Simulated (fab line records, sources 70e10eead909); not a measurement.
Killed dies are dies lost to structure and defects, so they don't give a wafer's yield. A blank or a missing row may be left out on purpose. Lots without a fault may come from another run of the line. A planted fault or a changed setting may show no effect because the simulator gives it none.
One fault seen from 2 desks | flow nand_harc | each desk has only its own numbers; what lay behind them comes last

THE METROLOGY DESK
What the gauges read, lot by lot, whatever tool the lot ran on: means of the sampled wafers that have a number. A lot is out of limits, marked OUT, if its mean lies more than 4 standard deviations from the usual mean; the brackets give that distance.
Columns: A = thk_nm at NHARC_A_ONON_D2_THK_MEAS_14, usual 1000 nm
lot  | first seen here | A
L977 | day 13 08:32    | 1003
L979 | day 14 01:57    | 1006
L976 | day 15 11:53    | 996
L983 | day 15 17:08    | 999
L984 | day 16 06:41    | 998
L992 | day 19 13:10    | 996
L994 | day 20 07:26    | 1010
L995 | day 21 04:14    | 985
L996 | day 21 06:16    | 980
L997 | day 21 06:17    | 997
L998 | day 21 19:51    | 1007
This desk's finding: nothing out of limits on any of the 11 lots.

THE TOOL OWNER'S DESK: har_etch-01
The tool's own readings at NHARC_A_CHANNEL_HOLE_D2_ETCH_26 (etches the open film in C4F8/O2/Ar, time 224.1 s, target depth 300 nm): means of the sampled wafers that have a number, for each lot that ran on this tool. A lot is out of limits, marked OUT, if its mean lies more than 4 standard deviations from the usual mean; the brackets give that distance.
Columns: A = bias_v at NHARC_A_CHANNEL_HOLE_D2_ETCH_26, usual 300 V; B = c4f8_flow_sccm at NHARC_A_CHANNEL_HOLE_D2_ETCH_26, usual 11.40 sccm; C = drypump_motor_current_A at NHARC_A_CHANNEL_HOLE_D2_ETCH_26, usual 5.9 A; D = showerhead_plenum_p_Torr at NHARC_A_CHANNEL_HOLE_D2_ETCH_26, usual 3.64 Torr; E = throttle_valve_pct at NHARC_A_CHANNEL_HOLE_D2_ETCH_26, usual 24.585 %
lot  | first seen here | A   | B     | C   | D    | E
L977 | day 14 09:14    | 298 | 11.39 | 5.9 | 3.66 | 24.591
L979 | day 14 20:53    | 298 | 11.45 | 6.2 | 3.58 | 24.581
L992 | day 20 09:46    | 299 | 11.43 | 6.1 | 3.57 | 24.582
L994 | day 21 02:21    | 300 | 11.41 | 5.9 | 3.60 | 24.586
L996 | day 22 08:29    | 305 | 11.43 | 6.1 | 3.56 | 24.577
L998 | day 22 14:01    | 299 | 11.44 | 5.8 | 3.63 | 24.589
This desk's finding: nothing out of limits on any of the 6 lots.

PUT TOGETHER
The metrology desk saw nothing out of limits.
The tool owner's desk saw nothing out of limits.

WHAT THE SIMULATOR HAD PUT IN
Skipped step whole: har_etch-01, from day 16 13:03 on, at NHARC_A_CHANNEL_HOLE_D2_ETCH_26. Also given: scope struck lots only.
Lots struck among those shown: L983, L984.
